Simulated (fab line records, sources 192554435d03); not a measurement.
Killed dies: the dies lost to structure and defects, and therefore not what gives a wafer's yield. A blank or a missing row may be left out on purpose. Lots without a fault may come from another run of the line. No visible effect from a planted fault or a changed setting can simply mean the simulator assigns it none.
fab line records    flow n5_finfet
[record] lots = 11  wafers = 33  last_day = 17
route steps=1938 shown MOL_CONTACT_COAG@557 PAD_METAL@1895 PASSIVATION@1909
lots that met no fault: from a run of the same line without faults
start_h: start of the lot's first displayed wafer, in hours after the record's first day    wait_h: time in hours since the lot's previous step    " same as the row above    L1.1+2: several wafers, shown together as one row    - no value, or no start given    * or withheld: withheld    < > ~ a bound
route shown NAME@n: a module of which the file shows steps, and the number in the route of the first    usual: average and standard deviation across the fault-free wafers    same: alike in all rows    chamber/n: place in a boat    sites: each site's reading    _std_site: how widely they spread, as a standard deviation    _edge_site: outer sites' mean less inner sites'    radius_mm: for every site, how far away it sits from the centre of the wafer    mask NAME#n: copy n    behind: the most recent tool/chamber to have shaped the wafer    hold: cause of the lot's hold/its duration in hours/its outcome    device: the n, p or np transistor that did not switch    end of line: the same wafers' tests at the end of the route    a step without rows: its recipe alone    killed: dies that structure and defects cost at the first sort, which is not the same as the wafer's yield    map: a wafer's dies, marking killed ones x, the rest . and places with no die _
set.NAME: the setting that was run; set.NAME@STEP: the one run at that earlier step    model.NAME: the simulator's own value behind a step, which no gauge read
the route's steps for a sample of lots (tables are steps, rows are wafers)
services: the hour from which a tool's chamber was out of use, counted from the record's first day as start_h (under 0 if before that day), plus the number of hours and why
[[steps]]
[step N5_MOL_CONTACT_COAG_WET_ETCH_26]
[recipe] target = Co  target_depth_nm = 13
lot.wafer   tool          chamber  start_h  wait_h
L462.2+3+4  wet_bench-06  1,0,2    93.68    0.0
L463.1+2+5  wet_bench-04  0,1,2    106.70   0.0
L464.2+4+5  wet_bench-04  2,1,3    110.46   0.0
L465.3+5+6  wet_bench-01  6,5,3    115.88   0.0
L466.1+4+5  wet_bench-01  3,7,0    120.67   0.0
L467.1+3+5  wet_bench-04  7,6,1    122.87   0.0
L480.4+5+6  wet_bench-01  0,7,4    206.42   0.0
L481.1+4+6  wet_bench-04  0,5,1    207.99   0.0
L483.1+2+3  wet_bench-04  3,4,0    223.36   0.0
L484.1+3+4  wet_bench-01  3,4,7    226.76   0.0
L485.1+3+6  wet_bench-06  3,0,6    232.91   0.0
[step N5_PASSIVATION_SPUTTER_20]
[recipe] material = TaN  target_thk_a = 500  temp_c = 25  chamber_pressure_pa = 0.4
[usual] susceptor_temp_C = 25.02/0.11  throttle_valve_pct = 30.4/1.3
lot.wafer  tool            chamber  start_h  wait_h  susceptor_temp_C  throttle_valve_pct
L462.2     pvd_sputter-03  -        263.19   0.0     24.93             30.1
L462.3     "               -        "        "       25.13             31.8
L462.4     "               -        "        "       25.12             32.7
L463.1     pvd_sputter-02  -        277.75   0.0     25.03             28.2
L463.2     "               -        "        "       24.98             30.5
L463.5     "               -        "        "       24.81             30.1
L464.2     pvd_sputter-02  -        278.17   0.0     25.19             30.5
L464.4     "               -        "        "       24.87             30.7
L464.5     "               -        "        "       24.83             28.4
L465.3     pvd_sputter-02  -        283.29   0.0     24.83             28.4
L465.5     "               -        "        "       24.90             30.6
L465.6     "               -        "        "       24.93             30.9
L466.1     pvd_sputter-01  -        289.08   0.0     24.83             29.1
L466.4     "               -        "        "       25.04             30.2
L466.5     "               -        "        "       25.06             30.2
L467.1     pvd_sputter-03  -        305.40   0.0     25.04             28.9
L467.3     "               -        "        "       25.13             32.9
L467.5     "               -        "        "       25.17             30.1
L480.4     pvd_sputter-03  -        368.36   0.0     25.14             33.1
L480.5     "               -        "        "       24.93             29.0
L480.6     "               -        "        "       25.06             32.8
L483.1     pvd_sputter-03  -        373.91   0.0     24.93             30.1
L483.2     "               -        "        "       25.08             32.8
L483.3     "               -        "        "       25.12             29.1
L481.1     pvd_sputter-03  -        377.06   0.0     25.08             31.7
L481.4     "               -        "        "       24.91             30.0
L481.6     "               -        "        "       25.24             29.2
L484.1     pvd_sputter-03  -        395.27   0.0     24.99             29.0
L484.3     "               -        "        "       25.23             30.1
L484.4     "               -        "        "       24.97             31.8
L485.1     pvd_sputter-01  -        406.15   0.0     24.88             30.2
L485.3     "               -        "        "       25.02             30.1
L485.6     "               -        "        "       24.98             30.3
[step N5_PASSIVATION_AL_ETCH_33]
[recipe] chemistry = Cl2/BCl3  target_depth_a = 28000  over_etch_frac = 0.15  Cl2_flow_sccm = 180  bcl3_flow_sccm = 60  target = Al  stop_on = TaN  time_s = 466.7  ion_energy_ev = 100  pressure_mtorr = 10  icp_w = 900  bias_w = 100
[usual] drypump_motor_current_A = 5.8/0.45  he_backside_leak_sccm = 3.4/0.33  oes_product_au = 0.67/0.069  throttle_valve_pct = 34.11/0.2
lot.wafer  tool          chamber  start_h  wait_h  drypump_motor_current_A  he_backside_leak_sccm  oes_product_au  rf_hours_counter_h  throttle_valve_pct
L462.2     rie_metal-02  1        264.06   0.1     6.0                      3.6                    0.65            66                  34.10
L462.3     "             0        "        "       5.2                      3.4                    0.80            -                   34.07
L462.4     "             1        "        "       6.0                      3.4                    0.66            -                   34.08
L463.1     rie_metal-03  0        278.62   0.1     5.4                      3.4                    0.64            69                  34.37
L463.2     "             1        "        "       5.8                      3.5                    0.64            75                  34.23
L463.5     "             0        "        "       5.4                      3.4                    0.64            -                   34.35
L464.2     rie_metal-01  0        279.04   0.1     6.0                      3.2                    0.59            95                  33.99
L464.4     "             1        "        "       6.5                      3.1                    0.67            -                   33.79
L464.5     "             1        "        "       6.6                      3.1                    0.67            -                   33.78
L465.3     rie_metal-03  0        284.20   0.2     5.4                      3.3                    0.64            -                   34.34
L465.5     "             0        "        "       5.4                      3.3                    0.64            -                   34.37
L465.6     "             1        "        "       5.8                      3.9                    0.63            -                   34.27
L466.1     rie_metal-02  1        289.85   0.1     6.0                      3.2                    0.64            69                  34.15
L466.4     "             1        "        "       6.0                      3.5                    0.63            -                   34.17
L466.5     "             0        "        "       5.2                      3.6                    0.78            -                   34.11
L467.1     rie_metal-01  0        306.15   0.1     6.0                      3.5                    0.59            98                  34.00
L467.3     "             1        "        "       6.6                      2.9                    0.67            -                   33.78
L467.5     "             0        "        "       6.0                      3.4                    0.59            -                   33.99
L480.4     rie_metal-03  0        369.45   0.2     5.4                      3.4                    0.63            -                   34.34
L480.5     "             1        "        "       5.7                      3.5                    0.63            -                   34.24
L480.6     "             0        "        "       5.4                      3.3                    0.63            -                   34.34
L483.1     rie_metal-01  1        374.65   0.1     6.6                      3.1                    0.65            54                  33.77
L483.2     "             1        "        "       6.6                      3.4                    0.67            -                   33.78
L483.3     "             1        "        "       6.6                      3.3                    0.66            -                   33.77
L481.1     rie_metal-03  0        377.80   0.1     5.4                      3.3                    0.62            80                  34.40
L481.4     "             0        "        "       5.3                      3.3                    0.62            -                   34.40
L481.6     "             0        "        "       5.4                      3.4                    0.62            -                   34.39
L484.1     rie_metal-01  1        396.01   0.1     6.6                      3.2                    0.66            56                  33.75
L484.3     "             1        "        "       6.6                      3.2                    0.66            -                   33.76
L484.4     "             0        "        "       6.0                      3.1                    0.89            -                   33.76
L485.1     rie_metal-01  1        406.95   0.1     6.5                      3.3                    0.64            57                  33.81
L485.3     "             0        "        "       6.0                      2.9                    0.86            -                   33.79
L485.6     "             0        "        "       6.0                      3.2                    0.84            -                   33.78
[step N5_PASSIVATION_PASS_ETCH_47]
[recipe] chemistry = CF4/O2  target = SiNx  target_depth_a = 7700  time_s = 385  ion_energy_ev = 100  pressure_mtorr = 40  source_w = 535  bias_w = 49  Ar_flow_sccm = 100  cf4_flow_sccm = 100  O2_flow_sccm = 10
[usual] O2_flow_sccm = 9.99/0.031  drypump_motor_current_A = 5.8/0.46  oes_product_au = 0.79/0.081  rf_vpp_V = 239.8/2.1  showerhead_plenum_p_Torr = 2.22/0.079  throttle_valve_pct = 15.83/0.23
lot.wafer  tool         chamber  start_h  wait_h  O2_flow_sccm  drypump_motor_current_A  oes_product_au  rf_hours_counter_h  rf_vpp_V  showerhead_plenum_p_Torr  throttle_valve_pct
L462.2     rie_diel-01  3        266.40   0.0     9.94          6.2                      0.74            164                 244.3     2.29                      15.94
L462.3     "            2        "        "       10.04         5.0                      1.00            0                   237.3     2.26                      15.77
L462.4     "            1        "        "       9.98          5.6                      0.80            94                  242.7     2.31                      15.74
L463.1     rie_diel-01  1        280.43   0.0     9.98          5.6                      0.79            98                  241.8     2.31                      15.74
L463.2     "            0        "        "       9.96          5.6                      0.70            226                 237.1     2.10                      16.21
L463.5     "            3        "        "       10.01         6.2                      0.73            -                   242.8     2.29                      15.94
L464.2     rie_diel-02  2        280.76   0.0     9.98          6.1                      0.76            143                 241.5     2.30                      15.78
L464.4     "            2        "        "       10.06         6.1                      0.76            -                   240.8     2.30                      15.78
L464.5     "            0        "        "       10.01         5.5                      0.90            -                   239.4     2.33                      15.50
L465.3     rie_diel-02  2        285.96   0.0     10.03         6.1                      0.75            145                 241.2     2.30                      15.79
L465.5     "            0        "        "       9.96          5.5                      0.89            -                   241.1     2.33                      15.50
L465.6     "            3        "        "       9.99          5.8                      0.72            -                   242.6     2.12                      15.78
L466.1     rie_diel-06  2        292.14   0.0     9.98          5.5                      0.71            219                 238.6     2.26                      16.32
L466.4     "            1        "        "       9.94          5.0                      0.85            50                  238.9     2.15                      15.70
L466.5     "            1        "        "       9.97          5.0                      0.85            -                   236.8     2.15                      15.68
L467.1     rie_diel-06  1        308.34   0.0     10.04         5.0                      0.84            55                  238.6     2.15                      15.71
L467.3     "            3        "        "       10.02         6.4                      0.72            180                 239.8     2.20                      16.22
L467.5     "            0        "        "       10.02         5.8                      0.83            -                   240.1     2.14                      15.72
L480.4     rie_diel-02  3        371.02   0.0     9.97          5.9                      0.70            200                 240.9     2.10                      15.86
L480.5     "            1        "        "       9.96          6.5                      0.88            -                   237.2     2.24                      15.60
L480.6     "            0        "        "       9.96          5.5                      0.84            -                   240.1     2.32                      15.56
L483.1     rie_diel-02  0        376.99   0.0     9.94          5.5                      0.84            65                  241.0     2.32                      15.58
L483.2     "            1        "        "       9.97          6.5                      0.88            29                  237.0     2.24                      15.59
L483.3     "            3        "        "       9.95          5.9                      0.70            202                 242.2     2.10                      15.85
L481.1     rie_diel-06  2        380.54   0.0     9.96          5.4                      0.68            253                 238.7     2.25                      16.37
L481.4     "            0        "        "       10.05         5.7                      0.80            -                   241.3     2.13                      15.78
L481.6     "            1        "        "       10.04         5.0                      0.81            -                   237.1     2.14                      15.77
L484.1     rie_diel-02  3        397.80   0.0     10.02         5.9                      0.69            210                 240.2     2.10                      15.87
L484.3     "            0        "        "       10.02         5.5                      0.83            72                  240.2     2.32                      15.58
L484.4     "            1        "        "       10.03         6.5                      0.86            36                  237.2     2.24                      15.61
L485.1     rie_diel-06  2        408.76   0.0     9.98          5.4                      1.02            0                   236.9     2.25                      15.86
L485.3     "            0        "        "       10.04         5.7                      0.79            110                 239.4     2.13                      15.78
L485.6     "            3        "        "       10.00         6.4                      0.71            -                   239.2     2.19                      16.26
[step N5_PASSIVATION_PROBE_49]
[usual] defect_limited_yield = 91.2/1.4  killed_at_M0_to_M3 = 34/9.4  killed_at_M4_up = 13/5.8  killed_at_contacts = 13/6.4  killed_at_front_end = 41/11  killed_at_other = 3.1/2.3  killed_dies = 103/16  killed_on_rim = 13/3.4  killed_open = 69/12  killed_short = 33/7.8  sort_bin_5_function = 5.1/0.91  sort_bin_6_memory = 3.3/0.63  sort_n_pass = 1077/16  sort_yield_pct = 91.2/1.4
[same] gross_dies = 1180  killed_at_back_side = 0  sort_bin_4_leakage[%] = 0  sort_bin_8_speed[%] = 0
lot.wafer  tool       chamber  start_h  wait_h  defect_limited_yield[%]  killed_at_M0_to_M3  killed_at_M4_up  killed_at_contacts  killed_at_front_end  killed_at_other  killed_dies  killed_on_rim  killed_open  killed_short  sort_bin_5_function[%]  sort_bin_6_memory[%]  sort_n_pass  sort_yield_pct[%]
L467.1     prober-01  -        311.38   0.0     91.5                     29                  30               13                  28                   0                100          10             67           33            5.6                     2.6                   1080         91.5
L467.3     prober-01  -        311.48   0.1     83.1                     27                  8                126                 38                   0                199          27             48           29            9.7                     4.0                   981          83.1
L467.5     prober-01  -        311.58   0.2     92.2                     28                  18               12                  32                   2                92           14             65           27            4.4                     3.1                   1088         92.2
L480.4     prober-01  -        374.17   0.2     93.7                     40                  7                4                   16                   7                74           10             48           25            4.2                     1.9                   1106         93.7
L480.5     prober-01  -        374.22   0.2     93.1                     29                  14               13                  25                   0                81           9              56           24            4.0                     2.5                   1099         93.1
L480.6     prober-01  -        374.27   0.3     94.1                     33                  11               4                   17                   5                70           6              48           19            3.3                     2.4                   1110         94.1
L483.1     prober-01  -        380.03   0.0     90.3                     25                  18               12                  55                   4                114          20             76           35            5.6                     3.3                   1066         90.3
L483.2     prober-01  -        380.08   0.1     91.1                     25                  20               7                   50                   3                105          12             69           36            5.5                     3.1                   1075         91.1
L483.3     prober-01  -        380.13   0.1     88.1                     44                  7                12                  72                   6                141          16             88           48            6.7                     4.5                   1039         88.1
// killed by level:class
L467.1 MOL_CONTACT_COAG:geometric_particle:open=12 BEOL_M4:geometric_particle:open=12 BEOL_M2:geometric_particle:open=8 FIN_SAQP:geometric_particle:open=7 BEOL_M0_SAQP:geometric_particle:short=7 FIN_SAQP:geometric_particle:short=6 BEOL_M7:geometric_particle:open=6 BEOL_M4:geometric_particle:short=5
L467.3 MOL_CONTACT_COAG:unspecified=121 FIN_SAQP:geometric_particle:short=8 FIN_SAQP:geometric_particle:open=7 BEOL_M0_SAQP:geometric_particle:open=6 GATE_CUT:geometric_particle:short=5 STI_FIN_REVEAL:geometric_particle:open=4 MOL_CONTACT_COAG:geometric_particle:open=4 BEOL_M1:geometric_particle:open=4
L467.5 MOL_CONTACT_COAG:geometric_particle:open=12 FIN_SAQP:geometric_particle:open=8 BEOL_M4:geometric_particle:open=7 BEOL_M0_SAQP:geometric_particle:open=6 BEOL_M0_SAQP:geometric_particle:short=6 BEOL_M5:geometric_particle:open=6 STARTING-WAFER:geometric_particle:open=5 FIN_SAQP:geometric_particle:short=4
L480.4 BEOL_M3:geometric_particle:open=14 BEOL_M0_SAQP:geometric_particle:short=10 BEOL_M0_SAQP:geometric_particle:open=7 PASS1_CAP:geometric_particle:open=4 STARTING-WAFER:geometric_particle:open=4 DUMMY_GATE:geometric_particle:open=3 MOL_CONTACT_COAG:geometric_particle:open=3 BEOL_M0:geometric_particle:open=3
L480.5 MOL_CONTACT_COAG:geometric_particle:open=10 BEOL_M3:geometric_particle:open=10 ILD0:geometric_particle:open=5 BEOL_M1:geometric_particle:open=4 BEOL_M3:geometric_particle:short=4 FIN_SAQP:geometric_particle:open=3 ILD0:geometric_particle:short=3 MOL_CONTACT_COAG:geometric_particle:short=3
L480.6 BEOL_M3:geometric_particle:open=12 BEOL_M4:geometric_particle:open=7 BEOL_M2:geometric_particle:open=5 BEOL_M2:geometric_particle:short=4 BEOL_M3:geometric_particle:short=4 FIN_SAQP:geometric_particle:open=3 MOL_CONTACT_COAG:geometric_particle:open=3 BEOL_M0_SAQP:geometric_particle:open=3
L483.1 STI_FIN_REVEAL:geometric_particle:open=14 FIN_SAQP:geometric_particle:short=11 MOL_CONTACT_COAG:geometric_particle:open=11 FIN_SAQP:geometric_particle:open=10 BEOL_M4:geometric_particle:open=8 BEOL_M0_SAQP:geometric_particle:open=6 BEOL_M3:geometric_particle:open=6 DUMMY_GATE:geometric_particle:open=4
L483.2 FIN_SAQP:geometric_particle:open=13 FIN_SAQP:geometric_particle:short=12 BEOL_M0_SAQP:geometric_particle:open=8 STI_FIN_REVEAL:geometric_particle:open=7 GATE_CUT:geometric_particle:short=6 MOL_CONTACT_COAG:geometric_particle:open=6 BEOL_M0_SAQP:geometric_particle:short=6 BEOL_M6:geometric_particle:open=6
L483.3 STI_FIN_REVEAL:geometric_particle:open=15 FIN_SAQP:geometric_particle:short=14 FIN_SAQP:geometric_particle:open=14 BEOL_M0_SAQP:geometric_particle:short=10 MOL_CONTACT_COAG:geometric_particle:open=9 BEOL_M0_SAQP:geometric_particle:open=9 BEOL_M2:geometric_particle:open=9 BEOL_M0:geometric_particle:open=7
[[services]]
tool            chamber  start_h  hours  kind
pvd_sputter-01  -        96.99    3.6    repair
rie_diel-06     -        152.14   4.3    pm
rie_diel-02     -        161.27   0.4    repair
rie_diel-02     0        168.03   -      clean
rie_diel-02     0        168.03   -      consumable_replace:focus_ring
pvd_sputter-03  -        168.44   10.5   repair
rie_diel-01     2        185.30   17.7   repair
rie_diel-02     1        195.81   5.5    repair
rie_diel-02     3        198.03   6.0    repair
rie_metal-02    1        203.98   7.3    repair
wet_bench-04    -        213.35   1.9    pm
rie_diel-02     -        241.53   15.6   pm
wet_bench-06    -        262.93   10.4   repair
rie_diel-06     1        266.28   23.2   repair
rie_metal-03    -        279.19   0.3    repair
rie_metal-01    -        311.80   2.8    pm
pvd_sputter-03  -        340.49   2.0    repair
rie_diel-06     3        353.66   29.7   repair
rie_metal-03    -        361.15   1.4    pm
rie_diel-06     1        363.58   4.0    repair
rie_metal-03    1        373.33   35.5   repair
rie_metal-03    -        401.92   15.6   pm
pvd_sputter-01  -        402.01   2.4    repair
pvd_sputter-01  -        408.37   1.7    repair
[[key]]
[first_sign] step = N5_PASSIVATION_PROBE_49  reading = killed_at_contacts  direction = up  sigmas = 18  usual = 13  struck = 126
[effect] step = N5_PASSIVATION_PROBE_49  reading = killed_dies  direction = up  sigmas = 5.9  usual = 103  struck = 199
[more_kills_born_at] N5_MOL_CONTACT_COAG_WET_ETCH_26@wet_bench-04 = 121
met_at N5_MOL_CONTACT_COAG_WET_ETCH_26
struck_lots L467
struck_wafers L467.3
not_acting_at N5_PASSIVATION_SPUTTER_20,N5_PASSIVATION_AL_ETCH_33,N5_PASSIVATION_PASS_ETCH_47
[fault] kind = chamber_particle_source  tool = wet_bench-04  chamber = 6  onset_h = 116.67  steps = N5_MOL_CONTACT_COAG_WET_ETCH_26  rate_per_visit_cm2 = 1.0151  end_h = 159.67
